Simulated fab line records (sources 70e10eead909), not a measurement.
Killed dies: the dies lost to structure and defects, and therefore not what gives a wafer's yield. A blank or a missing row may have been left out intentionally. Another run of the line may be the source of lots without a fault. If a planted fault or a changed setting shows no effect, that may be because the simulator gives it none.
Which of the tools did it?	flow nand harc	route of 1302 steps, sampled at 1 step: 7 lots, 21 wafers

WHAT EACH GAUGE READ, for each wafer
NHARC_HYBRID_BOND_INSPECT_06: inspects for defects (ir void).
lot	measured	on	raw defect count
L487	day 24 11:53	defect inspect-02	120 108 84
L491	day 25 12:25	defect inspect-01	68 73 78
L493	day 26 12:32	defect inspect-02	119 111 131
L497	day 28 07:58	defect inspect-01	88 101 85
L500	day 29 11:43	defect inspect-01	56 79 72
L504	day 31 21:00	defect inspect-01	88 101 95
L509	day 33 02:23	defect inspect-02	26 19 14

TOOL THAT RAN EACH LOT (tool first, then ch and the chambers of the sampled wafers, then the start)
The record shows no process step preceding these readings.

THE ANSWER, worked out from the rows above alone
Rule: usual is defined by the lots themselves. The widest of any qualifying gaps counts: lots, ordered by their means at a reading, are off when they make up no more than a third of the lots, leave a main group of 4 or more, and stand apart from it by 3 or more times the standard deviation of that group's means. If all means in a main group match to the digits the tables above print for the reading, that group is not used. Also off: a lot with no number at a reading for which 4 or more lots have one. The other lots that the step has rows for count as sound.
No lot is off at any reading shown: from this, nothing can be told.

WHAT THE SIMULATOR HAD INSERTED
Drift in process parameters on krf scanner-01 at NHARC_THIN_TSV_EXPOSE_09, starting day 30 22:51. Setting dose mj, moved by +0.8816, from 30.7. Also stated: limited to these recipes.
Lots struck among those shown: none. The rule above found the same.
